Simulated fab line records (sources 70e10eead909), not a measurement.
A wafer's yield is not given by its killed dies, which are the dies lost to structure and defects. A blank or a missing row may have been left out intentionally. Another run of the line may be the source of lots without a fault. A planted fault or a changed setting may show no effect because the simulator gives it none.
Which of the tools did it? / flow nandHarc / 6 lots, 18 wafers sampled, at 2 steps of a route of 1302

== WHAT EACH GAUGE READ, for each wafer ==
NHARC_A_ONON_D1_THK_MEAS_02: measures by ellipsometry.
lot=L288; measured=day 9 08:29; on=filmMetro-02; thkNm (nm)=1006 1007 1006
lot=L292; measured=day 11 12:14; on=filmMetro-02; thkNm (nm)=998 999 998
lot=L294; measured=day 12 04:05; on=filmMetro-01; thkNm (nm)=1011 1013 1014
lot=L298; measured=day 13 16:58; on=filmMetro-02; thkNm (nm)=1009 1007 1007
lot=L302; measured=day 15 13:47; on=filmMetro-02; thkNm (nm)=1002 1003 1003
lot=L304; measured=day 15 22:52; on=filmMetro-02; thkNm (nm)=1002 1002 1002

== TOOL THAT RAN EACH LOT (tool first, then ch and the chambers of the sampled wafers, then the start) ==
lot=L288; NHARC_A_ZERO_WELL_ETCH_19=rieDiel-08 ch 0,2,3, day 8 09:01
lot=L292; NHARC_A_ZERO_WELL_ETCH_19=rieDiel-08 ch 1,3, day 10 14:00
lot=L294; NHARC_A_ZERO_WELL_ETCH_19=rieDiel-08 ch 0,2,3, day 11 01:28
lot=L298; NHARC_A_ZERO_WELL_ETCH_19=rieDiel-09 ch 0,1,3, day 12 20:37
lot=L302; NHARC_A_ZERO_WELL_ETCH_19=rieDiel-08 ch 0,1, day 14 15:26
lot=L304; NHARC_A_ZERO_WELL_ETCH_19=rieDiel-08 ch 1,2, day 15 01:06
- NHARC_A_ZERO_WELL_ETCH_19: etches the open film in N2/H2, target depth 80 nm, overetch 24 nm, time 87.88 s.

== THE ANSWER, worked out from the rows above alone ==
Rule: usual is defined by the lots themselves. Put in order of their means at a reading, lots are off if they are a third of the lots or fewer, leave a main group of 4 or more, and stand apart from it by a gap of 3 or more times the standard deviation of the main group's means; of several such gaps the widest counts. A main group whose means are all the same, to the digits that the tables above print for the reading, isn't used. A lot without any number at a reading at which 4 lots or more have one is off too. Where the step has rows for the other lots, those lots are counted as sound.
No lot is off at any reading shown: from this, nothing can be told.

== WHAT WAS PUT IN BY THE SIMULATOR ==
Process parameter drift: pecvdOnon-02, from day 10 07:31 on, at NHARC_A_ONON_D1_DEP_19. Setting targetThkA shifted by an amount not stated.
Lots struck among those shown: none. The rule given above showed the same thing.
